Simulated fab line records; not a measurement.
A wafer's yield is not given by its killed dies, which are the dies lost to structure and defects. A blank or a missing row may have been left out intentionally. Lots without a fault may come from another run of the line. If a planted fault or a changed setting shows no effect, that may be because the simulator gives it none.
Split-lot study | flow n5Finfet | on a route of 1938 steps: 7 lots, 21 wafers read

== ON THE SPLIT ==
At N5_BEOL_M3_COAT_05 (resist thk 30 nm), the setting spinRpm was moved away from the recipe's 1500 rpm on 7 of the 21 wafers read, by -9.3% to +10.9%. All remaining wafers had this setting at the recipe value.

== FROM THE SPLIT TO THE READING: what the file shows between them, 2 steps ==
- N5_BEOL_M3_EBR_07
- N5_BEOL_M3_SOFTBAKE_06: time 60 s

== THE READING ==
CAR-EUV_of_BEOL_M3_COAT_05.thkNm (the simulator's own value, which no gauge read), in nm, at N5_BEOL_M3_DESCUM_16 (chemistry O2, time 7 s). The file does not state a usual value for it. Here, 14 wafers ran the recipe; their average is 26.1 nm with a standard deviation of 0.099 nm.

wafer  | tool, chamber at the split | spinRpm as run, rpm | against the recipe | CAR-EUV_of_BEOL_M3_COAT_05.thkNm, nm | against lot-mates on the recipe
L077.4 | lithoTrack-02, 0           | 1500                | recipe             | 26                                   | -
L077.5 | lithoTrack-02, 0           | 1584                | +5.6%              | 25.2                                 | -0.8
L077.6 | lithoTrack-02, 0           | 1584                | +5.6%              | 25.4                                 | -0.6
L081.1 | lithoTrack-01, 0           | 1500                | recipe             | 26                                   | -
L081.5 | lithoTrack-01, 0           | 1500                | recipe             | 26                                   | -
L081.6 | lithoTrack-01, 0           | 1500                | recipe             | 26                                   | -
L083.3 | lithoTrack-01, 0           | 1500                | recipe             | 26.2                                 | -
L083.6 | lithoTrack-01, 0           | 1500                | recipe             | 26.2                                 | -
L083.4 | lithoTrack-01, 0           | 1360                | -9.3%              | 27.6                                 | +1.4
L084.4 | lithoTrack-01, 0           | 1500                | recipe             | 26                                   | -
L084.5 | lithoTrack-01, 0           | 1500                | recipe             | 26                                   | -
L084.6 | lithoTrack-01, 0           | 1500                | recipe             | 26                                   | -
L088.2 | lithoTrack-02, 0           | 1500                | recipe             | 26.2                                 | -
L088.5 | lithoTrack-02, 0           | 1500                | recipe             | 26.2                                 | -
L088.6 | lithoTrack-02, 0           | 1664                | +10.9%             | 24.6                                 | -1.6
L093.2 | lithoTrack-02, 0           | 1500                | recipe             | 26                                   | -
L093.3 | lithoTrack-02, 0           | 1500                | recipe             | 26.2                                 | -
L093.5 | lithoTrack-02, 0           | 1500                | recipe             | 26.2                                 | -
L097.2 | lithoTrack-03, 0           | 1431                | -4.6%              | 26.6                                 | no lot-mate on the recipe
L097.4 | lithoTrack-03, 0           | 1431                | -4.6%              | 26.6                                 | no lot-mate on the recipe
L097.5 | lithoTrack-03, 0           | 1431                | -4.6%              | 26.8                                 | no lot-mate on the recipe

THE FIT
A straight line over all 21 wafers: CAR-EUV_of_BEOL_M3_COAT_05.thkNm changes by -0.142 nm for each +1% of spinRpm; r = -0.98; the points scatter about the line by 0.11 nm.
The same after taking each lot's own level away (the mean of its wafers on the recipe; 18 wafers): -0.143 nm for each +1%; r = -0.99; scatter 0.066 nm.
On that fit, the largest move of spinRpm shifts the reading by 1.6 nm.
The span of the lots' own levels, 26.00 to 26.20 nm, comes to 2.0 times the standard deviation stated above.
The two slopes are in agreement: the lot-to-lot level therefore moves the slope only a little.
Check: for one of the wafers moved furthest among these (+10.9%), held out of the fit, the line's prediction against its lot-mates is -1.51 nm. Against them it came out at -1.6 nm.

== OTHER SPLITS ON THESE WAFERS ==
Other splits were also applied to these wafers ahead of the reading. Each is held against what the fit with the lots' levels taken away leaves over:
other split on the same wafers            | wafers away from the commonest value | r with CAR-EUV_of_BEOL_M3_COAT_05.thkNm (lot level and that fit taken away)
N5_BEOL_M0_SAQP_ETCH_107 biasW            | 6                                    | -0.19
N5_BEOL_M0_SAQP_SPACER2_ALD_26 targetThkA | 12                                   | +0.04
N5_BEOL_M0_ETCH_128 sourceW               | 10                                   | +0.04
N5_BEOL_M1_COAT_61 spinRpm                | 9                                    | +0.09
N5_BEOL_M2_ILD_DEP_00 timeS               | 4                                    | -0.14
N5_BEOL_M2_ETCH_69 biasW                  | 8                                    | +0.28
N5_BEOL_M2_TRENCH_ETCH_37 sourceW         | 7                                    | +0.14

== THE WHOLE CHAIN: every reading that the file lists as answering this split, in the file's order ==
step                 | what it does           | reading                                                                           | change (the file's fit)               | r (the file's)
N5_BEOL_M3_COAT_05   | resist thk 30 nm       | CAR-EUV_of_BEOL_M3_COAT_05.thkNm (the simulator's own value, which no gauge read) | -0.155 nm for each +1% of the setting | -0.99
N5_BEOL_M3_DESCUM_16 | chemistry O2, time 7 s | CAR-EUV_of_BEOL_M3_COAT_05.thkNm (the simulator's own value, which no gauge read) | -0.145 nm for each +1% of the setting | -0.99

== THE FILE'S OWN FIT ==
CAR-EUV_of_BEOL_M3_COAT_05.thkNm changes by -0.145 nm for each +1% of spinRpm, r = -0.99.
